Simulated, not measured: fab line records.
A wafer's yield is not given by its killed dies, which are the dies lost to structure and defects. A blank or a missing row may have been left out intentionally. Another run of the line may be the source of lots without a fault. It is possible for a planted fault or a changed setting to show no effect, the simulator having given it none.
fab line records	flow nandHarc
[record] lots = 6	wafers = 16	lastDay = 25
route steps=1159 shown P_CONTACT@218 END@1159
lots with no fault: from the same line, run without faults
startH: hours from the record's first day to the start of the lot's first wafer shown	waitH: time in hours since the lot's previous step	" repeats the value in the row above	L1.1+2: several wafers, shown together as one row	- no value, or no start was given	* or withheld: withheld	< > ~ a bound
route shown NAME@n: a module of which the file shows steps, and the number in the route of the first	usual: mean and standard deviation over wafers with no fault	same: alike in all rows	chamber/n: place in a boat	sites: per-site readings	_std_site: the standard deviation of these	_edge_site: the outer-site mean with the inner-site mean subtracted	radiusMm: for every site, how far away it sits from the centre of the wafer	mask NAME#n: copy n	behind: tool/chamber where the wafer was last shaped	hold: why the lot was held/for how many hours/how that ended	device: which transistor (n, p or np) failed to switch	end of line: the tests these same wafers got at the end of their route	a step with no rows: only its recipe	killed: at the first sort, the dies lost to defects and structure; wafer yield is something else	map: a wafer's dies, x killed, . not, _ none there
set.NAME: the setting the step ran with; set.NAME@STEP: the setting that earlier step ran with	model.NAME: the simulator's own value behind a step, which no gauge read
lots at some steps of the route; a table a step, a row a wafer
services: from which hour (startH, from the record's first day; less than 0 if before it) a tool's chamber was out of use, for how many hours, and why
[[steps]]
[step NHARC_P_CONTACT_DEP_00]
[recipe] targetThkA = 5000	tempC = 400	pressureTorr = 6.5	rfW = 900	teosFlowSccm = 161.4	flowSccm = 2650	targetThkNm = 500	gas = O2	material = SiO2
[usual] chamberPressureTorr = 6.499/0.013	heaterPowerW = 506/68	throttleValvePct = 15.7/0.72
lot.wafer	tool	chamber	startH	waitH	chamberPressureTorr	heaterPowerW	throttleValvePct
L631.3	pecvd-02	1	-	-	6.521	585	14.9
L631.6	"	1	"	"	6.516	626	15.0
L631.5	"	0	"	"	6.488	542	15.2
L634.1	pecvd-03	1	-	-	6.517	513	14.9
L634.2	"	2	"	"	6.519	513	16.2
L634.3	"	0	"	"	6.518	455	16.7
L645.1	pecvd-02	0	-	-	6.505	665	14.7
L645.5	"	2	"	"	6.494	481	15.1
L644.1	pecvd-04	1	-	-	6.486	401	16.5
L644.5	"	2	"	"	6.490	622	15.1
L646.3	pecvd-03	2	-	-	6.512	464	16.4
L646.4	"	1	"	"	6.486	503	15.2
L646.6	"	2	"	"	6.501	486	16.0
L647.4	pecvd-04	1	-	-	6.495	465	16.6
L647.5	"	2	"	"	6.504	656	15.2
L647.6	"	0	"	"	6.487	553	15.8
[step NHARC_P_CONTACT_CMP_01]
[recipe] targetThkNm = 200	material = SiO2
[step NHARC_P_CONTACT_SRD_03]
[step NHARC_P_CONTACT_DEHYDRATE_04]
[recipe] tempC = 150	timeS = 120
[step NHARC_P_CONTACT_HMDS_05]
[recipe] timeS = 30
[step NHARC_P_CONTACT_COAT_33]
[recipe] tempC = 260	timeS = 75
[step NHARC_P_CONTACT_COAT_34]
[recipe] tempC = 225	timeS = 65
[step NHARC_P_CONTACT_COAT_06]
[recipe] spinRpm = 1500	resistThkNm = 90
[step NHARC_P_CONTACT_SOFTBAKE_07]
[recipe] tempC = 105	timeS = 55
[step NHARC_P_CONTACT_EBR_08]
[step NHARC_P_CONTACT_EXPOSE_09]
[recipe] na = 1.35	targetCdNm = 90	doseMj = 81.26	maskId = P_CA
[step NHARC_P_CONTACT_PEB_10]
[recipe] pebTempC = 100	pebTimeS = 65
[usual] heaterPowerTotalW = 156.6/0.4
lot.wafer	tool	chamber	startH	waitH	heaterPowerTotalW
L631.3	lithoTrack-06	0	130.79	0.0	157.1
L631.5	"	0	"	"	156.4
L631.6	"	0	"	"	157.1
L634.1	lithoTrack-06	0	155.54	0.1	156.1
L634.2	"	0	"	"	156.3
L634.3	"	0	"	"	156.3
L645.1	lithoTrack-06	0	218.01	0.1	179.2
L645.5	"	0	"	"	179.4
L644.1	lithoTrack-06	0	218.14	0.1	179.4
L644.5	"	0	"	"	179.1
L646.3	lithoTrack-01	0	226.41	0.0	156.0
L646.4	"	0	"	"	156.7
L646.6	"	0	"	"	156.7
L647.4	lithoTrack-01	0	226.80	0.1	156.9
L647.5	"	0	"	"	157.1
L647.6	"	0	"	"	157.2
[step NHARC_P_CONTACT_DEVELOP_11]
[recipe] developTimeS = 35	devTempC = 23
[step NHARC_P_CONTACT_CD_MEAS_12]
[recipe] targetCdNm = 90	landingEnergyEv = 500
[usual] cdNm = 89.7/0.7
lot.wafer	tool	chamber	startH	waitH	hold	cdNm
L631.3	cdSem-01	0	130.88	-	-	89.8
L631.5	"	0	"	"	-	89.5
L631.6	"	0	"	"	-	90.7
L634.1	cdSem-02	0	155.62	-	-	88.8
L634.2	"	0	"	"	-	90.5
L634.3	"	0	"	"	-	90.4
L645.1	cdSem-02	0	218.09	-	awaitDispo/0.2h/release	80.6
L645.5	"	0	"	"	awaitDispo/0.2h/release	79.8
L645.1	cdSem-02	0	-	-	-	80.6
L645.5	"	0	"	"	-	79.3
L644.1	cdSem-03	0	218.22	-	awaitDispo/0.2h/release	79.7
L644.5	"	0	"	"	awaitDispo/0.2h/release	81.2
L644.1	cdSem-03	0	-	-	-	79.8
L644.5	"	0	"	"	-	80.9
L646.3	cdSem-01	0	226.50	-	-	89.0
L646.4	"	0	"	"	-	89.2
L646.6	"	0	"	"	-	89.3
L647.4	cdSem-02	0	226.88	-	-	89.0
L647.5	"	0	"	"	-	89.3
L647.6	"	0	"	"	-	89.4
[step NHARC_P_CONTACT_OVL_MEAS_13]
[usual] overlayXNm = -0.1/0.65	overlayYNm = -0.1/0.78
lot.wafer	tool	chamber	startH	waitH	hold	overlayXNm	overlayYNm
L631.3	overlay-02	-	130.96	-	-	0.0	0.4
L631.5	"	-	"	"	-	-0.6	0.2
L631.6	"	-	"	"	-	-0.4	0.4
L634.1	overlay-02	-	155.71	-	-	1.4	-0.1
L634.2	"	-	"	"	-	1.6	0.4
L634.3	"	-	"	"	-	1.6	-0.1
L644.1	overlay-02	-	219.66	-	awaitDispo/1.2h/release	0.6	-0.6
L644.5	"	-	"	"	awaitDispo/1.2h/release	0.3	-1.1
L645.1	overlay-01	-	221.88	-	awaitDispo/3.5h/release	-0.3	1.0
L645.5	"	-	"	"	awaitDispo/3.5h/release	0.1	1.3
L646.3	overlay-02	-	226.59	-	-	-0.1	0.1
L646.4	"	-	"	"	-	0.2	0.3
L646.6	"	-	"	"	-	0.0	0.1
L647.4	overlay-02	-	226.97	-	-	-0.4	-0.3
L647.5	"	-	"	"	-	-0.3	-0.8
L647.6	"	-	"	"	-	0.0	-0.2
[step NHARC_P_CONTACT_INSPECT_14]
[usual] rawDefectCount = 3.6/2.1
lot.wafer	tool	chamber	startH	waitH	rawDefectCount
L631.3	defectInspect-01	-	131.00	0.0	6
L631.5	"	-	"	"	2
L631.6	"	-	"	"	2
L634.1	defectInspect-01	-	155.74	0.0	2
L634.2	"	-	"	"	5
L634.3	"	-	"	"	4
L644.1	defectInspect-01	-	219.69	0.0	4
L644.5	"	-	"	"	10
L645.1	defectInspect-02	-	221.92	0.0	2
L645.5	"	-	"	"	1
L646.3	defectInspect-02	-	226.65	0.1	4
L646.4	"	-	"	"	7
L646.6	"	-	"	"	5
L647.4	defectInspect-02	-	227.00	0.0	1
L647.5	"	-	"	"	2
L647.6	"	-	"	"	3
[step NHARC_P_CONTACT_DESCUM_17]
[recipe] timeS = 3	o2FlowSccm = 200	arFlowSccm = 0	biasPowerW = 0	chemistry = O2
[usual] drypumpMotorCurrentA = 6.0/0.46	mfcArSccm = 0.008/0.011	o2FlowSccm = 199.9/0.56	oesProductAu = 1.005/0.01	rfVppV = 57.9/0.97	showerheadPlenumPTorr = 1.94/0.087	throttleValvePct = 11.311/0.01
[same] timeS = 3
lot.wafer	tool	chamber	startH	waitH	drypumpMotorCurrentA	mfcArSccm	o2FlowSccm	oesProductAu	rfHoursCounterH	rfVppV	showerheadPlenumPTorr	throttleValvePct	model.P_CONTACT.cdNm
L631.3	rieDiel-05	0	131.07	0.1	5.2	0.015	199.7	1.011	14	57.2	1.78	11.294	90.32
L631.5	"	3	"	"	6.4	0.014	199.9	1.014	-	57.3	2.06	11.319	90.04
L631.6	"	0	"	"	5.2	0.015	199.2	1.008	-	57.5	1.78	11.311	91.09
L634.2	rieDiel-06	1	155.80	0.1	5.4	0	200.7	1.014	6	58.3	1.99	11.306	89.73
L634.1	"	2	"	"	6.0	0	199.4	1.007	6	56.5	1.90	11.338	88.99
L634.3	"	3	"	"	6.3	0	199.9	1.008	6	57.5	2.00	11.315	90.32
L644.1	rieDiel-06	2	219.76	0.1	6.0	0	199.3	0.995	14	57.8	1.90	11.307	80.34
L644.5	"	2	"	"	6.0	0	198.4	1.000	-	58.6	1.90	11.322	81.26
L645.1	rieDiel-06	2	221.99	0.1	6.0	0	199.4	0.996	14	57.8	1.90	11.299	81.34
L645.5	"	2	"	"	6.0	0	199.6	0.985	-	58.4	1.90	11.313	80.06
L646.4	rieDiel-06	1	226.71	0.1	5.4	0	200.2	1.031	16	58.4	1.99	11.304	88.97
L646.3	"	3	"	"	6.4	0	200.5	0.996	13	58.0	1.99	11.306	88.39
L646.6	"	0	"	"	6.4	0.030	200.9	1.022	-	57.5	1.93	11.303	88.41
L647.4	rieDiel-05	1	227.08	0.1	5.8	0.005	200.8	1.001	5	58.2	1.93	11.309	89.96
L647.5	"	3	"	"	6.4	0.014	200.5	1.005	-	60.7	2.06	11.313	88.96
L647.6	"	0	"	"	5.2	0.015	199.0	1.010	-	56.5	1.78	11.319	89.21
[step NHARC_P_CONTACT_ETCH_35]
[recipe] targetDepthA = 390	overEtchFrac = 0.3	timeS = 65	ionEnergyEv = 80	cf4FlowSccm = 150	arFlowSccm = 0	rfW = 300	biasW = 100	chemistry = CF4
[usual] cf4FlowSccm = 150.0/0.37	drypumpMotorCurrentA = 5.9/0.46	mfcArSccm = 0.008/0.011	oesProductAu = 1.007/0.0092	rfVppV = 151.5/1.3	showerheadPlenumPTorr = 1.79/0.073	throttleValvePct = 13.284/0.0099
[same] timeS = 65
lot.wafer	tool	chamber	startH	waitH	cf4FlowSccm	drypumpMotorCurrentA	mfcArSccm	oesProductAu	rfHoursCounterH	rfVppV	showerheadPlenumPTorr	throttleValvePct
L631.3	rieDiel-05	0	131.16	0.1	150.3	5.2	0.015	1.011	14	149.6	1.66	13.271
L631.6	"	2	"	"	149.7	6.3	0	0.996	-	152.0	1.88	13.289
L631.5	"	3	"	"	150.2	6.4	0.014	1.023	-	153.6	1.89	13.282
L634.1	rieDiel-06	3	155.91	0.1	149.2	6.3	0	1.004	6	151.6	1.84	13.295
L634.2	"	1	"	"	150.2	5.4	0	1.015	6	152.1	1.84	13.281
L634.3	"	2	"	"	150.6	6.0	0	1.011	6	151.7	1.76	13.284
L644.1	rieDiel-06	2	220.31	0.5	150.2	6.0	0	0.998	14	150.7	1.76	13.267
L644.5	"	1	"	"	150.5	5.4	0	1.014	-	153.0	1.84	13.284
L645.1	rieDiel-06	2	222.08	0.1	149.9	6.0	0	1.009	14	148.8	1.76	13.289
L645.5	"	0	"	"	150.0	6.4	0.030	1.007	-	152.1	1.79	13.276
L646.4	rieDiel-06	1	226.80	0.1	150.0	5.3	0	1.015	16	152.1	1.83	13.271
L646.3	"	2	"	"	149.8	6.0	0	1.003	16	150.2	1.76	13.267
L646.6	"	0	"	"	149.9	6.4	0.030	1.008	-	151.1	1.79	13.284
L647.4	rieDiel-05	2	227.16	0.1	149.9	6.3	0	0.977	6	151.5	1.88	13.271
L647.6	"	0	"	"	149.4	5.2	0.015	1.007	-	149.0	1.66	13.297
L647.5	"	1	"	"	150.2	5.9	0.005	0.988	-	151.3	1.79	13.297
[step NHARC_P_CONTACT_ETCH_36]
[recipe] targetDepthA = 2600	overEtchFrac = 0.25	timeS = 406.25	ionEnergyEv = 200	n2FlowSccm = 150	h2FlowSccm = 150	arFlowSccm = 0	rfW = 400	biasW = 150	chemistry = N2/H2
[usual] drypumpMotorCurrentA = 6.0/0.46	mfcArSccm = 0.008/0.011	oesProductAu = 1.005/0.01	rfVppV = 431.5/2.7	showerheadPlenumPTorr = 2.07/0.094	throttleValvePct = 14.171/0.0087
[same] timeS = 406.25
lot.wafer	tool	chamber	startH	waitH	drypumpMotorCurrentA	mfcArSccm	oesProductAu	rfHoursCounterH	rfVppV	showerheadPlenumPTorr	throttleValvePct
L631.3	rieDiel-05	0	-	-	5.2	0.015	1.004	14	427.3	1.90	14.156
L631.5	"	2	"	"	6.3	0	1.003	-	434.4	2.18	14.166
L631.6	"	3	"	"	6.4	0.014	1.026	-	435.1	2.20	14.180
L634.1	rieDiel-06	2	-	-	6.0	0	1.006	6	430.1	2.03	14.172
L634.2	"	3	"	"	6.3	0	0.997	6	431.4	2.13	14.173
L634.3	"	1	"	"	5.3	0	1.007	7	431.5	2.13	14.179
L644.1	rieDiel-06	1	-	-	5.3	0	1.020	15	433.2	2.12	14.172
L644.5	"	0	"	"	6.4	0.030	1.008	-	430.3	2.06	14.171
L645.1	rieDiel-06	3	-	-	6.3	0	0.988	12	433.3	2.13	14.161
L645.5	"	1	"	"	5.3	0	1.012	-	430.8	2.12	14.166
L646.3	rieDiel-06	0	-	-	6.4	0.030	1.018	11	432.7	2.06	14.156
L646.4	"	2	"	"	6.0	0	1.003	16	429.7	2.03	14.172
L646.6	"	0	"	"	6.4	0.030	1.014	-	430.7	2.06	14.159
L647.4	rieDiel-05	3	-	-	6.4	0.014	1.000	7	435.0	2.20	14.154
L647.5	"	0	"	"	5.2	0.015	1.007	-	426.8	1.89	14.184
L647.6	"	1	"	"	5.8	0.005	0.999	-	431.0	2.06	14.168
[step NHARC_P_CONTACT_ETCH_18]
[recipe] targetDepthA = 4810	timeS = 240.5	c4f8FlowSccm = 20	o2FlowSccm = 10	arFlowSccm = withheld	rfW = 600	biasW = 1500	chemistry = C4F8/O2/Ar
[usual] oesProductAu = 0.967/0.019	rfVppV = 980/5.9
[same] timeS = 240.5
lot.wafer	tool	chamber	startH	waitH	oesProductAu	rfHoursCounterH	rfVppV
L631.3	rieDiel-05	3	-	-	0.991	14	989
L631.5	"	0	"	"	0.977	-	972
L631.6	"	1	"	"	0.986	-	981
L634.2	rieDiel-06	1	-	-	0.978	7	984
L634.1	"	2	"	"	0.975	7	978
L634.3	"	3	"	"	0.953	6	984
L644.1	rieDiel-06	1	-	-	0.951	15	983
L644.5	"	0	"	"	0.974	-	980
L645.1	rieDiel-06	2	-	-	0.957	14	977
L645.5	"	3	"	"	0.984	-	985
L646.4	rieDiel-06	0	-	-	0.978	12	980
L646.3	"	1	"	"	0.984	16	984
L646.6	"	2	"	"	0.985	-	977
L647.4	rieDiel-05	2	-	-	0.954	6	986
L647.6	"	0	"	"	0.955	-	969
L647.5	"	1	"	"	0.982	-	979
[step NHARC_P_CONTACT_STRIP_37]
[recipe] c4f8FlowSccm = withheld	o2FlowSccm = 8	arFlowSccm = withheld	biasW = 0	chemistry = C4F8/O2/Ar
[step NHARC_P_CONTACT_ETCH_31]
[recipe] targetDepthA = 300	timeS = 85.7	ionEnergyEv = 120	overEtchFrac = 1	ch3fFlowSccm = 50	o2FlowSccm = 30	arFlowSccm = 200	rfW = 500	biasW = 100	chemistry = CH3F/O2
[usual] drypumpMotorCurrentA = 6.0/0.46	mfcArSccm = 200.0/0.61	o2FlowSccm = 30.00/0.083	oesProductAu = 0.986/0.02	rfVppV = 244.9/1.7	showerheadPlenumPTorr = 2.50/0.1	throttleValvePct = 20.664/0.0095
[same] timeS = 85.7
lot.wafer	tool	chamber	startH	waitH	drypumpMotorCurrentA	mfcArSccm	o2FlowSccm	oesProductAu	rfHoursCounterH	rfVppV	showerheadPlenumPTorr	throttleValvePct	model.P_CONTACT.cdNm
L631.3	rieDiel-05	0	-	-	5.2	200.0	30.10	0.994	14	241.2	2.30	20.655	86.69
L631.6	"	2	"	"	6.4	200.4	30.02	0.997	-	245.8	2.62	20.649	89.9
L631.5	"	3	"	"	6.4	199.5	29.96	0.993	-	247.3	2.64	20.668	91.31
L634.3	rieDiel-06	3	-	-	6.3	199.6	29.96	0.980	6	245.8	2.56	20.670	90.78
L634.2	"	1	"	"	5.4	199.8	30.11	0.988	7	245.4	2.56	20.676	89.62
L634.1	"	2	"	"	6.0	200.5	29.97	0.988	7	244.6	2.45	20.657	88.41
L644.1	rieDiel-06	0	-	-	6.5	199.7	30.14	1.013	11	245.5	2.49	20.656	81.39
L644.5	"	0	"	"	6.4	199.5	30.03	1.016	-	244.2	2.49	20.655	78.68
L645.1	rieDiel-06	3	-	-	6.3	201.0	29.99	1.004	13	245.8	2.56	20.668	80.54
L645.5	"	3	"	"	6.3	200.1	30.02	0.997	-	246.1	2.56	20.664	81.53
L646.3	rieDiel-06	1	-	-	5.4	200.0	29.97	0.996	16	244.9	2.55	20.670	85.33
L646.4	"	2	"	"	6.0	200.5	29.91	0.988	16	243.4	2.44	20.660	90.61
L646.6	"	2	"	"	6.0	199.2	30.00	0.988	-	245.9	2.44	20.670	86.08
L647.4	rieDiel-05	2	-	-	6.4	200.7	29.96	0.971	6	245.7	2.62	20.670	90.4
L647.5	"	1	"	"	5.8	200.3	29.97	0.993	-	244.5	2.48	20.658	88.26
L647.6	"	2	"	"	6.3	199.9	30.04	0.973	-	247.0	2.62	20.658	91.28
[step NHARC_P_CONTACT_CD_MEAS_19]
[usual] cdNm = 89.0/1.9
lot.wafer	tool	chamber	startH	waitH	hold	cdNm
L631.3	cdSem-03	-	131.93	-	-	86.1
L631.5	"	-	"	"	-	91.0
L631.6	"	-	"	"	-	90.1
L634.1	cdSem-01	-	156.82	-	-	88.3
L634.2	"	-	"	"	-	89.6
L634.3	"	-	"	"	-	90.8
L644.1	cdSem-02	-	221.10	-	awaitDispo/0.2h/release	81.4
L644.5	"	-	"	"	awaitDispo/0.2h/release	78.8
L644.1	cdSem-02	-	221.28	0.2	-	81.7
L644.5	"	-	"	"	-	78.7
L645.1	cdSem-01	-	222.90	-	awaitDispo/0.2h/release	80.8
L645.5	"	-	"	"	awaitDispo/0.2h/release	81.5
L645.1	cdSem-01	-	223.08	0.2	-	80.6
L645.5	"	-	"	"	-	81.6
L646.3	cdSem-03	-	227.58	-	-	85.2
L646.4	"	-	"	"	-	90.6
L646.6	"	-	"	"	-	86.0
L647.4	cdSem-02	-	227.95	-	-	90.6
L647.5	"	-	"	"	-	88.5
L647.6	"	-	"	"	-	91.5
[step NHARC_P_CONTACT_STRIP_28]
[recipe] o2FlowSccm = 500	arFlowSccm = 0	biasW = 0	chemistry = O2
[usual] drypumpMotorCurrentA = 5.9/0.46	mfcArSccm = 0.007/0.0099	o2FlowSccm = 499.9/1.5	oesProductAu = 1.005/0.0095	rfVppV = 57.9/0.88	showerheadPlenumPTorr = 3.57/0.16	throttleValvePct = 17.037/0.0096
lot.wafer	tool	chamber	startH	waitH	hold	drypumpMotorCurrentA	mfcArSccm	o2FlowSccm	oesProductAu	rfHoursCounterH	rfVppV	showerheadPlenumPTorr	throttleValvePct
L631.3	rieDiel-06	2	132.00	0.1	-	6.0	0	499.3	0.995	5	56.7	3.51	17.030
L631.5	"	2	"	"	-	6.0	0	498.1	1.008	-	57.2	3.51	17.055
L631.6	"	3	"	"	-	6.3	0	501.3	1.006	-	58.2	3.67	17.045
L634.3	rieDiel-05	0	156.91	0.1	-	5.2	0.015	501.3	1.014	18	56.4	3.30	17.023
L634.2	"	1	"	"	-	5.9	0.005	501.7	1.004	17	58.0	3.57	17.010
L634.1	"	2	"	"	-	6.4	0	498.3	0.998	17	57.6	3.75	17.034
L644.1	rieDiel-06	3	223.14	1.9	awaitDispo/1.5h/release	6.3	0	498.7	0.988	13	57.8	3.67	17.025
L644.5	"	1	"	"	awaitDispo/1.5h/release	5.4	0	500.0	1.005	-	58.4	3.66	17.037
L646.3	rieDiel-06	2	227.65	0.1	-	6.0	0	498.5	1.008	16	57.4	3.51	17.033
L646.4	"	0	"	"	-	6.4	0.030	499.4	1.015	12	60.2	3.57	17.052
L646.6	"	2	"	"	-	6.0	0	497.3	0.999	-	56.5	3.51	17.036
L647.4	rieDiel-11	3	228.04	0.1	-	6.5	0	498.3	1.010	11	58.0	3.44	17.039
L647.6	"	1	"	"	-	5.3	0	500.0	0.991	-	58.4	3.66	17.043
L647.5	"	2	"	"	-	5.5	0	499.5	0.994	-	57.8	3.41	17.037
L645.1	rieDiel-05	3	233.94	10.9	awaitDispo/10.7h/release	6.4	0.014	499.1	1.006	5	57.2	3.77	17.030
L645.5	"	1	"	"	awaitDispo/10.7h/release	5.9	0.005	499.4	1.012	-	56.7	3.56	17.050
[step NHARC_END_SORT_01]
[recipe] tempC = 25
[usual] killedAtArray = 27/11	killedAtOther = 0.6/1	killedAtPeriphery = 3.0/2.1	killedDies = 31/12	killedOpen = 3.2/1.7	killedShort = 1.7/1.4
[same] grossDies = 677
lot.wafer	tool	chamber	startH	waitH	hold	killedAtArray	killedAtOther	killedAtPeriphery	killedDies	killedOpen	killedShort
L631.3	prober-02	0	478.04	3.1	-	29	2	2	33	3	1
L631.5	prober-02	0	479.61	3.6	-	32	1	5	38	3	0
L631.6	prober-02	0	480.39	3.9	-	29	0	2	31	3	0
L646.3	prober-02	0	568.15	3.1	-	26	0	5	31	0	2
L646.4	prober-02	0	568.95	3.4	-	25	1	3	29	2	3
L646.6	prober-02	0	570.55	4.0	-	28	0	0	28	1	3
L644.1	prober-02	0	581.09	2.5	-	19	0	6	25	4	1
L644.5	prober-02	0	584.32	3.7	-	14	0	21	35	1	1
L645.1	prober-01	0	588.69	2.5	awaitDispo/2.6h/release	38	0	11	49	2	1
L645.5	prober-01	0	591.91	3.7	awaitDispo/2.6h/release	47	2	7	56	5	2
// killed by level:class
L631.3 A_CHANNEL_HOLE_D1:chamberFilmFlake=15 A_SLIT:chamberFilmFlake=9 A_STAIRCASE:chamberFilmFlake=3 P_CONTACT:geometricParticle:open=1 P_M1:geometricParticle:open=1 A_SOURCE_PLATE:geometricParticle:short=1 A_M0:geometricParticle:open=1 HYBRID_BOND:chamberFilmFlake=1
L631.5 A_CHANNEL_HOLE_D1:chamberFilmFlake=14 A_SLIT:chamberFilmFlake=12 A_STAIRCASE:chamberFilmFlake=3 P_M1:chamberFilmFlake=2 A_CONTACT:chamberFilmFlake=2 P_GATE:geometricParticle:open=1 P_M0:geometricParticle:open=1 A_ONON_D1:geometricParticle:open=1
L631.6 A_CHANNEL_HOLE_D1:chamberFilmFlake=14 A_SLIT:chamberFilmFlake=10 A_STAIRCASE:chamberFilmFlake=2 A_CONTACT:geometricParticle:open=2 P_CONTACT:geometricParticle:open=1 P_M1:chamberFilmFlake=1 A_CONTACT:chamberFilmFlake=1
L646.3 A_CHANNEL_HOLE_D1:chamberFilmFlake=11 A_STAIRCASE:chamberFilmFlake=5 A_WL_FILL:chamberFilmFlake=4 P_ZERO_WELL:chamberFilmFlake=2 A_CONTACT:chamberFilmFlake=2 P_CONTACT:geometricParticle:short=1 A_M0:geometricParticle:short=1 P_STI:chamberFilmFlake=1
L646.4 A_CHANNEL_HOLE_D1:chamberFilmFlake=11 P_STI:chamberFilmFlake=3 A_STAIRCASE:chamberFilmFlake=3 A_WL_FILL:chamberFilmFlake=3 A_CHANNEL_FILL_D1:geometricParticle:short=2 A_CONTACT:chamberFilmFlake=2 A_STAIRCASE:geometricParticle:open=1 A_SGD_CUT:geometricParticle:open=1
L646.6 A_CHANNEL_HOLE_D1:chamberFilmFlake=14 A_STAIRCASE:chamberFilmFlake=4 A_SLIT:chamberFilmFlake=3 A_WL_FILL:chamberFilmFlake=2 A_SOURCE_PLATE:geometricParticle:open=1 A_SGD_CUT:geometricParticle:short=1 A_WL_FILL:geometricParticle:short=1 A_CONTACT:geometricParticle:short=1
L644.1 A_CONTACT:chamberFilmFlake=6 A_STAIRCASE:chamberFilmFlake=4 A_CHANNEL_HOLE_D1:chamberFilmFlake=3 P_STI:chamberFilmFlake=2 A_ZERO_WELL:chamberFilmFlake=2 P_CONTACT:areaPeb=2 P_M0:geometricParticle:open=1 A_SOURCE_PLATE:geometricParticle:open=1
L644.5 P_CONTACT:areaPeb=11 P_STI:chamberFilmFlake=6 A_CHANNEL_HOLE_D1:chamberFilmFlake=6 A_STAIRCASE:chamberFilmFlake=3 A_CONTACT:chamberFilmFlake=3 P_M2:chamberFilmFlake=2 P_M0:geometricParticle:open=1 A_M0:geometricParticle:short=1
L645.1 A_CHANNEL_HOLE_D1:chamberFilmFlake=16 A_SLIT:chamberFilmFlake=14 P_CONTACT:areaPeb=9 A_STAIRCASE:chamberFilmFlake=3 A_CONTACT:chamberFilmFlake=2 P_CONTACT:geometricParticle:open=1 A_CHANNEL_FILL_D1:geometricParticle:open=1 A_M0:geometricParticle:short=1
L645.5 A_CHANNEL_HOLE_D1:chamberFilmFlake=17 A_SLIT:chamberFilmFlake=17 P_CONTACT:areaPeb=5 A_CHANNEL_FILL_D1:chamberFilmFlake=3 A_CONTACT:chamberFilmFlake=3 P_CONTACT:geometricParticle:open=2 A_ZERO_WELL:chamberFilmFlake=2 A_ONON_D1:geometricParticle:open=1
// map L644.5 (x killed, . not)
____________.____________
_________......._________
_______..........._______
______.............______
_____..............._____
____.................____
____.................____
___...................___
___...................___
__.....................__
__.................x...__
_..x...................._
_....x.....x....x....x.._
_...x..................._
_....x..x..............._
_.....x............x...._
.......x........x........
.........................
.........................
..............x..........
.......x......x..........
_......x..x............._
_........x.............._
_......................._
_...x.x................._
_.x.x..................._
__.........x..........x__
__..x..................__
___...................___
___x..................___
____.................____
____.......x........x____
_____x.............._____
______......x....x.______
_______..........._______
_________x.x..x._________
____________.____________
// map L645.5 (x killed, . not)
____________.____________
_________......._________
_______..........._______
______.............______
_____..............._____
____.................____
____......x..........____
___..................x___
___...................___
__.................xx..__
__..x...............x.x__
_.................x.xxxx_
_..xx.x..............xxx_
_..x.xx...........x..x.._
_..xx..x.........x.xx..._
_....xx................._
....xxx......x......x....
.....x...................
...x...............x.....
...x.........x........x..
........x................
_......................x_
_.....x................._
_....................x.._
_.x.......x............._
_............x.........._
__.....................__
__.x...................__
___.x.................___
___...................___
____.................____
____..............x..____
_____.....x........._____
______..x..........______
_______.......x..._______
_________.x....._________
____________.____________
[[services]]
tool	chamber	startH	hours	kind
rieDiel-06	-	106.28	0.8	repair
pecvd-03	-	111.08	13.0	pm
rieDiel-11	-	115.96	0.6	repair
lithoTrack-06	-	117.00	7.0	pm
rieDiel-06	0	122.26	-	clean
rieDiel-06	1	122.26	-	clean
rieDiel-06	2	122.26	-	clean
rieDiel-06	3	122.26	-	clean
rieDiel-11	-	123.18	0.5	repair
rieDiel-06	0	146.81	-	clean
rieDiel-06	1	146.81	-	clean
rieDiel-06	2	146.81	-	clean
rieDiel-06	3	146.81	-	clean
rieDiel-06	0	147.49	22.1	repair
pecvd-02	-	153.00	13.0	pm
rieDiel-06	3	160.11	5.6	repair
rieDiel-05	-	163.67	9.0	pm
rieDiel-06	0	171.31	-	clean
rieDiel-06	1	171.31	-	clean
rieDiel-06	2	171.31	-	clean
rieDiel-06	3	171.31	-	clean
rieDiel-11	-	189.56	9.0	pm
pecvd-04	-	195.56	13.0	pm
rieDiel-05	0	228.59	1.6	repair
[[key]]
[firstSign] step = NHARC_P_CONTACT_PEB_10	reading = heaterPowerTotalW	direction = up	sigmas = 57	usual = *	struck = *
[effect] step = NHARC_P_CONTACT_CD_MEAS_12	reading = visit	direction = added
[effect] step = NHARC_P_CONTACT_CD_MEAS_12	reading = cdNm	direction = down	sigmas = 13	usual = 89.7	struck = 80.3
[effect] step = NHARC_P_CONTACT_CD_MEAS_19	reading = visit	direction = added
[effect] step = NHARC_END_SORT_01	reading = killedAtPeriphery	direction = up	sigmas = 3.9	usual = 3.0	struck = 11.2	wafersMoved = 3
[modelEffect] step = NHARC_P_CONTACT_DESCUM_17	value = P_CONTACT.cdNm	without = 90.37	struck = 80.75
[modelEffect] step = NHARC_P_CONTACT_ETCH_31	value = P_CONTACT.cdNm	without = 90.1	struck = 80.54
metAt NHARC_P_CONTACT_PEB_10
struckWafers L644.1,L644.5,L645.1,L645.5
testerLeftOut L644,L645
onsetBetween 155.54 218.01
[fault] kind = processParameterDrift	tool = lithoTrack-06	chamber = -	onsetH = 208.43	steps = NHARC_P_CONTACT_PEB_10	channel = pebTimeS	offset = *	shape = step	endH = 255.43	scope = struckWafersOnly	actsIn = *	stated = *
// testerLeftOut: of these lots the tester's yield and bins aren't shown, on N5 and GAA mostly nor the transistor test; their killed dies are dies lost to structure and defects alone, not to doping, threshold or leakage, so they don't give the yield
